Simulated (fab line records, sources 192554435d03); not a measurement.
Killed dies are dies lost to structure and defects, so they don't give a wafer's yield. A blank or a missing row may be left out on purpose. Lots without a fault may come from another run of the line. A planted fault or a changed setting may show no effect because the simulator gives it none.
A struck lot beside a sound one | flow n5_finfet | 16 steps out of a route of 1938
Sound: wafers L910.1, L910.3, L910.4. Struck: wafers L925.1, L925.2, L925.3. The cause comes at the end.
At each step with rows: each side's tool, then ch and its chambers, then its first start. Under that, the readings that differ: sound wafers | struck wafers | difference of the means | sigmas: that difference in standard deviations of wafers without a fault.
alike: readings whose means differ by less than 2 such deviations, and words and numbers that are the same on both sides. not compared: withheld readings, readings that some wafer has no value for, bounds like >300 that may hide the same value, and numbers for which the record gives no deviation and whose values overlap.
The two part at a step that has a row with sigmas, a row that says differs or no value, or rows on one side only. Numbers that don't overlap but have no deviation are shown without sigmas and don't part them. A reading that every wafer of one side lacks parts them only if that side has two wafers or more.

N5_BEOL_M1_PRE_CLEAN_60: time 15 s.
  sound on cvd_co-01 ch 0,2, day 7 11:44; struck on cvd_co-02 ch 0,1,2, day 11 00:01
  alike: heater_power_w
N5_BEOL_M1_CO_CAP_55: material Co, precursor CCTBA/H2, target thk 2 nm, time 102.1 s.
  sound on cvd_co-01 ch 0,2, day 7 11:46; struck on cvd_co-02 ch 0,1,2, day 11 00:03
  alike: heater_power_w
then, 1 step without rows for these wafers: N5_BEOL_M1_PRE_CLEAN_56 (time 15 s).
N5_BEOL_M1_DEP_57: deposits SiCN from 3MS/NH3, target thk 8 nm, time 14 s.
  sound on pecvd-01 ch 0,1,2, day 7 11:53; struck on pecvd-02 ch 1,2, day 11 00:11
  alike: showerhead_plenum_p_Torr, throttle_valve_pct
N5_BEOL_M1_RS_MEAS_58: measures by four-point-probe.
  sound on film_metro-01, day 7 11:58; struck on film_metro-02, day 11 00:16
  alike: M1_RS
N5_BEOL_M1_INSPECT_59: inspects for defects (darkfield).
  sound on defect_inspect-02, day 7 11:59; struck on defect_inspect-02, day 11 00:17
  alike: raw_defect_count
N5_BEOL_M2_ILD_DEP_00: deposits SiOC from DEMS/O2, target thk 79 nm, time 15.3 s.
  sound on pecvd-03 ch 1,2, day 7 12:01; struck on pecvd-03 ch 0,1,2, day 11 00:20
  alike: heater_power_w, showerhead_plenum_p_Torr, throttle_valve_pct
N5_BEOL_M2_THK_MEAS_01:
  sound on film_metro-01, day 7 12:05; struck on film_metro-01, day 11 00:24
  alike: M2_ILD_THK
N5_BEOL_M2_PECVD_72: deposits SiO2 from TEOS/O2, target thk 16 nm, time 18 s.
  sound on pecvd-01 ch 0,2, day 7 12:07; struck on pecvd-02 ch 1,2, day 11 00:26
  alike: heater_power_w, showerhead_plenum_p_Torr, throttle_valve_pct
then, 3 steps without rows for these wafers: N5_BEOL_M2_HM_DEP_02 (deposits TiN, target thk 20 nm); N5_BEOL_M2_COAT_61 (time 60 s, resist thk 60 nm); N5_BEOL_M2_COAT_62 (time 60 s, resist thk 12 nm).
N5_BEOL_M2_COAT_73: time 60 s, resist thk 5 nm.
  sound on litho_track-05 ch 0, day 7 13:41; struck on litho_track-04 ch 0, day 11 01:34
  reading                  | sound                | struck               | difference | sigmas
  heater_power_total_W (W) | 391.6 392.2 393.3    | 421.2 422.7 422.4    | +29.7      | +23
  plate_temp_C (C)         | 205.04 204.90 205.05 | 217.87 217.87 217.71 | +12.82     | +92
then, 1 step without rows for these wafers: N5_BEOL_M2_COAT_05 (resist thk 30 nm).
N5_BEOL_M4_RC_MEAS_101:
  sound on prober-01 ch 0, day 9 01:17; struck on prober-02 ch 0, day 12 16:16
  alike: DIBL_N, DIBL_P, IOFF_N, IOFF_P, ION_N, ION_P, SS_N, SS_P, VT_N, VT_P
-- the record jumps here: 4 days lie between the struck wafers' starts before and after (it left off in module BEOL_M4 and takes up again in module PASSIVATION, whose first step shown is number 1936 of the route) --
N5_PASSIVATION_PROBE_49:
  sound on prober-02, day 13 12:26; struck on prober-01, day 17 00:55
  alike: defect_limited_yield, killed_at_M0_to_M3, killed_at_M4_up, killed_at_contacts, killed_at_front_end, killed_at_other, killed_dies, killed_on_rim, killed_open, killed_short, sort_bin_5_function, sort_bin_6_memory, sort_n_pass, sort_yield_pct

WHERE THEY PART
Only at N5_BEOL_M2_COAT_73, within this record. Later steps at which nothing parts them and some readings are alike: N5_BEOL_M4_RC_MEAS_101, N5_PASSIVATION_PROBE_49.

WHY: what the simulator had put in
Process parameter drift: litho_track-04, from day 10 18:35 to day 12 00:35, at N5_BEOL_M2_COAT_73. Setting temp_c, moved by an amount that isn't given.
